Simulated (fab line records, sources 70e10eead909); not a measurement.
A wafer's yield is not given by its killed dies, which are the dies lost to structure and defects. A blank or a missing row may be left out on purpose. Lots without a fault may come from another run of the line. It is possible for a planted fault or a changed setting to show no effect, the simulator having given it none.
Comparing a struck lot with a sound one / flow nand-harc / 14 steps out of a route of 1302
Sound: the wafers L966.3, L966.5, L966.6. Struck: wafer L979.3 (L979.2, L979.4, from the same lot, were not struck and are left out); the cause is given at the end.
At each step with rows: each side's tool, then ch and its chambers, then its first start. Under that, the readings that differ: sound wafers / struck wafers / difference of the means / sigmas: that difference in standard deviations of wafers without a fault.
alike: same words and numbers on both sides, and readings whose means sit less than 2 such deviations apart. not compared: any withheld reading, any reading some wafer has no value for, any bound like >300 that may hide the same value, and any number with overlapping values for which the record gives no deviation.
A row with sigmas, a row that says differs or no value, or rows on one side alone: a step with any of these is where the two part. When numbers do not overlap yet have no deviation, they are printed without sigmas and do not part them. Lack of a reading on every wafer of one side parts them only where that side has two or more wafers.

first, 4 steps without rows for these wafers: NHARC_P_BONDPAD_EBR_05; NHARC_P_BONDPAD_EXPOSE_06 (exposes mask P BPAD); NHARC_P_BONDPAD_PEB_07 (peb time 80 s); NHARC_P_BONDPAD_DEVELOP_08 (time 50 s).
NHARC_P_BONDPAD_CD_MEAS_09 targets a cd of 500 nm.
  sound on cd-sem-03 ch 0, day 7 04:26; struck on cd-sem-01 ch 0, day 12 19:18
  alike: cd-nm
NHARC_P_BONDPAD_OVL_MEAS_38:
  sound on overlay-02, day 7 04:31; struck on overlay-01, day 12 19:23
  alike: overlay-x-nm, overlay-y-nm
then, 1 step without rows for these wafers: NHARC_P_BONDPAD_HARDBAKE_10 (time 65 s).
NHARC_P_BONDPAD_DESCUM_11: chemistry O2, time 3 s.
  sound on rie-diel-01 ch 0,3, day 7 04:39; struck on rie-diel-01 ch 1, day 12 19:31
  alike: chamber-pressure-mTorr, drypump-motor-current-A, oes-product-au, rf-vpp-V, showerhead-plenum-p-Torr, throttle-valve-pct
  not compared: rf-hours-counter-h
NHARC_P_BONDPAD_ETCH_37: etches the open film in N2/H2, target depth 60 nm, overetch 18 nm, time 65.91 s.
  sound on rie-diel-01 ch 0,1,2, day 7 04:44; struck on rie-diel-01 ch 1, day 12 19:35
reading=oes-product-au (a.u.); sound=1.001 1.004 1.001; struck=1.018; difference=+0.016; sigmas=+2
  alike: chamber-pressure-mTorr, drypump-motor-current-A, rf-vpp-V, run-length-s, showerhead-plenum-p-Torr, throttle-valve-pct
  not compared: rf-hours-counter-h
NHARC_P_BONDPAD_ETCH_12: etches the open film in CHF3/O2, target depth 200 nm, time 100 s.
  sound: rie-diel-01 ch 0,1,2; struck: rie-diel-01 ch 3
reading=drypump-motor-current-A (A); sound=5.5 5.8 5.2; struck=6.5; difference=+1.0; sigmas=+2
  alike: chamber-pressure-mTorr, oes-product-au, rf-vpp-V, run-length-s, showerhead-plenum-p-Torr, throttle-valve-pct
  not compared: rf-hours-counter-h
NHARC_P_BONDPAD_CD_MEAS_13:
  sound on cd-sem-03, day 7 04:58; struck on cd-sem-02, day 12 19:50
  alike: cd-nm
NHARC_P_BONDPAD_STRIP_15: strips in O2.
  sound on rie-diel-07 ch 2,3, day 7 05:02; struck on rie-diel-02 ch 0, day 12 19:54
  alike: chamber-pressure-mTorr, drypump-motor-current-A, oes-product-au, rf-vpp-V, showerhead-plenum-p-Torr, throttle-valve-pct
  not compared: rf-hours-counter-h
NHARC_P_BONDPAD_ETCH_24: etches the open film in CF4/N2, target depth 30 nm, time 72.99 s.
  sound on rie-diel-07 ch 0,3, day 7 05:11; struck on rie-diel-02 ch 0, day 12 20:03
reading=run-length-s (s); sound=93.8 94.3 94.1; struck=71.6; difference=-22.5; sigmas=-42
  alike: chamber-pressure-mTorr, drypump-motor-current-A, oes-product-au, rf-vpp-V, showerhead-plenum-p-Torr, throttle-valve-pct
  not compared: rf-hours-counter-h
then, 1 step without rows for these wafers: NHARC_P_BONDPAD_STRIP_16 (strips in post etch residue remover, time 600 s).

== WHERE THEY PART ==
Last at NHARC_P_BONDPAD_ETCH_24 as far as this record goes, first at NHARC_P_BONDPAD_ETCH_37.

WHY: what the simulator had put in
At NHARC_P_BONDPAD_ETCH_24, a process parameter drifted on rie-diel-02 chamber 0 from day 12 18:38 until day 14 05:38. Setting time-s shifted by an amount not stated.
